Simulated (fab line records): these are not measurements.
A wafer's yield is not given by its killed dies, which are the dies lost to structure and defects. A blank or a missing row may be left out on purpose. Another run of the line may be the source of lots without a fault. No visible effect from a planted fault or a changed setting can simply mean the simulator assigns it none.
Struck lot and sound lot, side by side    flow nand_harc    14 steps out of a route of 1302
Sound: these wafers, L763.1, L763.2, L763.3. The struck wafers were L770.2, L770.3, L770.4. At the end, the cause is stated.
For every step that has rows: the tool of each side, followed by ch and its chambers, followed by its first start. Under that, the readings that differ: sound wafers    struck wafers    difference of the means    sigmas: that difference in standard deviations of wafers without a fault.
alike: a reading whose means differ by less than 2 such deviations, as well as words and numbers matching on both sides. not compared: withheld readings; readings where some wafer has no value; bounds like >300 that might hide an equal value; numbers whose values overlap and for which the record gives no deviation.
Wherever a step has rows on one side only, a row that says differs or no value, or a row with sigmas, the two part there. Numbers that don't overlap but have no deviation are shown without sigmas and don't part them. A reading that every wafer of one side lacks parts them only if that side has two wafers or more.

first, 9 steps without rows for these wafers: NHARC_A_STAIRCASE_DEHYDRATE_209 (time 120 s); NHARC_A_STAIRCASE_HMDS_210 (time 30 s); NHARC_A_STAIRCASE_COAT_211; NHARC_A_STAIRCASE_SOFTBAKE_212 (time 170 s); NHARC_A_STAIRCASE_EBR_213; NHARC_A_STAIRCASE_EXPOSE_214 (exposes mask STAIR 3); NHARC_A_STAIRCASE_PEB_215 (peb time 130 s); NHARC_A_STAIRCASE_DEVELOP_216 (time 140 s); NHARC_A_STAIRCASE_HARDBAKE_218 (time 140 s).
NHARC_A_STAIRCASE_DESCUM_219: chemistry O2, time 3 s.
  sound on rie_diel-13 ch 1,2,3, day 15 18:13; struck on rie_diel-08 ch 0,1,3, day 19 07:00
reading                 sound  struck    difference  sigmas
rf_hours_counter_h (h)  1 1 0  14 14 18  +15         
  alike: chamber_pressure_mTorr, drypump_motor_current_A, oes_product_au, rf_vpp_V, showerhead_plenum_p_Torr, throttle_valve_pct
NHARC_A_STAIRCASE_TRIM_220: chemistry O2, time 211.2 s.
  sound on rie_diel-13 ch 0,2,3, day 15 18:19; struck on rie_diel-08 ch 0,2,3, day 19 07:06
reading                         sound              struck             difference  sigmas
chamber_pressure_mTorr (mTorr)  60.13 60.09 60.02  59.90 59.95 60.03  -0.12       -2
rf_hours_counter_h (h)          1 1 0              14 18 18           +16         
  alike: drypump_motor_current_A, oes_product_au, rf_vpp_V, showerhead_plenum_p_Torr, throttle_valve_pct
NHARC_A_STAIRCASE_ETCH_221: etches the open film in C4F8/O2, target depth 100 nm, time 40.5 s.
  sound on rie_diel-13 ch 0,1,3, day 15 18:28; struck on rie_diel-08 ch 1,2,3, day 19 07:15
reading                 sound              struck          difference                     sigmas
rf_fwd_power_W (W)      592.3 592.9 590.6  - - -           no value on the struck wafers  
rf_hours_counter_h (h)  1 1 1              18 18 14        +16                            
run_length_s (s)        61.6 61.8 61.9     45.7 45.0 45.4  -16.4                          -35
  alike: chamber_pressure_mTorr, oes_product_au, rf_vpp_V
NHARC_A_STAIRCASE_TRIM_222: chemistry O2, time 211.2 s.
  sound: rie_diel-13 ch 0,1,2; struck: rie_diel-08 ch 1,2,3
reading                 sound  struck    difference  sigmas
rf_hours_counter_h (h)  1 1 1  14 18 18  +16         
  alike: chamber_pressure_mTorr, drypump_motor_current_A, oes_product_au, rf_vpp_V, showerhead_plenum_p_Torr, throttle_valve_pct
-- break in the record here, with 8 days between the starts of the struck wafers on either side (left off in module A_STAIRCASE, picked up again in module END, where the first step shown is number 1302 on the route) --
NHARC_END_SORT_01:
  the record has rows for the struck wafers here (prober-02 ch 0, day 27 07:01) and none for the sound ones

## WHERE THEY PART
First at NHARC_A_STAIRCASE_TRIM_220; last, within this record, at NHARC_END_SORT_01.

WHY: what had been put in by the simulator
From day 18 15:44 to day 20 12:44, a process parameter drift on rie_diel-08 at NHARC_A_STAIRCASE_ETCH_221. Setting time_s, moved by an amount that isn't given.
